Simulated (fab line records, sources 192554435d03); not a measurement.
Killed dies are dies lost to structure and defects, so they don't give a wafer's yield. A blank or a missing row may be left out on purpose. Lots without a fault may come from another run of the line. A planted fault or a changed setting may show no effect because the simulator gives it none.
Chamber matching | flow n5_finfet | N5_MOL_CONTACT_COAG_DESCUM_13 on rie_diel-03: 4 sister chambers
The step chemistry O2, time 7 s. 4 wafers are shown with their chamber, then 12 later ones without.

WAFERS WITH THEIR CHAMBER
wafer  | chamber | showerhead_plenum_p_Torr (Torr)
L088.5 | 1       | 2.12
L090.1 | 3       | 1.99
L090.2 | 2       | 2.12
L090.3 | 0       | 2.18

WAFERS WITHOUT THEIR CHAMBER
wafer  | showerhead_plenum_p_Torr (Torr)
L090.4 | 2.12
L090.5 | 2.12
L090.6 | 2.12
L091.3 | 2.12
L091.5 | 1.99
L091.6 | 2.17
L094.1 | 2.17
L094.2 | 2.11
L094.5 | 2.11
L097.2 | 2.11
L097.4 | 2.17
L097.5 | 2.11

WHICH CHAMBER EACH WENT THROUGH
wafer  | from the rows above     | in truth
L090.4 | can't be placed: 1 or 2 | 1
L090.5 | can't be placed: 1 or 2 | 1
L090.6 | can't be placed: 1 or 2 | 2
L091.3 | can't be placed: 1 or 2 | 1
L091.5 | 3                       | 3
L091.6 | 0                       | 0
L094.1 | 0                       | 0
L094.2 | can't be placed: 1 or 2 | 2
L094.5 | can't be placed: 1 or 2 | 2
L097.2 | can't be placed: 1 or 2 | 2
L097.4 | 0                       | 0
L097.5 | can't be placed: 1 or 2 | 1
Placed correctly: 4 of 12. Can't be placed from these rows: 8 (the true chamber is among the candidates in 8). Placed wrongly: 0.
How it was worked out, from the rows above alone: a wafer's distance from a chamber is the root of the sum, over the readings, of the square of ((its reading less the chamber's mean) divided by the reading's scatter). The wafer belongs to the nearest chamber; if the next one is less than 2 further off, it can't be placed. A chamber's mean is the mean of its shown wafers. The scatter: with one shown wafer a chamber, the root of the mean of the squares of how far each hidden wafer lies from its nearest shown one.
